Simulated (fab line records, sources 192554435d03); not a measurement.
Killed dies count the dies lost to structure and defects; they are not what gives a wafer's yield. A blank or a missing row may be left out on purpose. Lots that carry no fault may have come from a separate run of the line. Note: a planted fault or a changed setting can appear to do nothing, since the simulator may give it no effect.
Chamber matching + flow n5 finfet + 4 sister chambers for N5_MIM_TOP_LITHO_DESCUM_10 on rie diel-05
The step chemistry O2, time 7.9 s. 4 wafers are shown with their chamber, then 7 later ones without.

WAFERS PAIRED WITH THEIR CHAMBERS
| wafer  | chamber | drypump motor current A (A) |
|--------|---------|-----------------------------|
| L087.4 | 3       | 5.5                         |
| L089.6 | 2       | 5.3                         |
| L086.2 | 0       | 5.1                         |
| L086.4 | 1       | 6.2                         |

WAFERS WITH NO CHAMBER GIVEN
| wafer  | drypump motor current A (A) |
|--------|-----------------------------|
| L086.6 | 5.4                         |
| L091.1 | 5.2                         |
| L091.4 | 5.2                         |
| L091.5 | 5.2                         |
| L092.1 | 5.5                         |
| L092.3 | 6.2                         |
| L092.5 | 6.2                         |

CHAMBER TAKEN BY EACH
| wafer  | from the rows above     | in truth |
|--------|-------------------------|----------|
| L086.6 | can't be placed: 3 or 2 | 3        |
| L091.1 | can't be placed: 2 or 0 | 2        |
| L091.4 | can't be placed: 2 or 0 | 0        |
| L091.5 | can't be placed: 2 or 0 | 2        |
| L092.1 | 3                       | 3        |
| L092.3 | 1                       | 1        |
| L092.5 | 1                       | 1        |
3 of 7 placed correctly. These rows do not allow placing 4 (true chamber among the candidates in 4). Number placed wrongly: 0.
How it was worked out, from the rows above alone: a wafer's distance from a chamber is the root of the sum, over the readings, of the square of ((its reading less the chamber's mean) divided by the reading's scatter). If the next closest chamber is less than 2 further off than the closest, the wafer can't be placed; otherwise it belongs to the closest. Each chamber's mean is taken over the wafers shown for it. The scatter: with one shown wafer a chamber, the root of the mean of the squares of how far each hidden wafer lies from its nearest shown one.
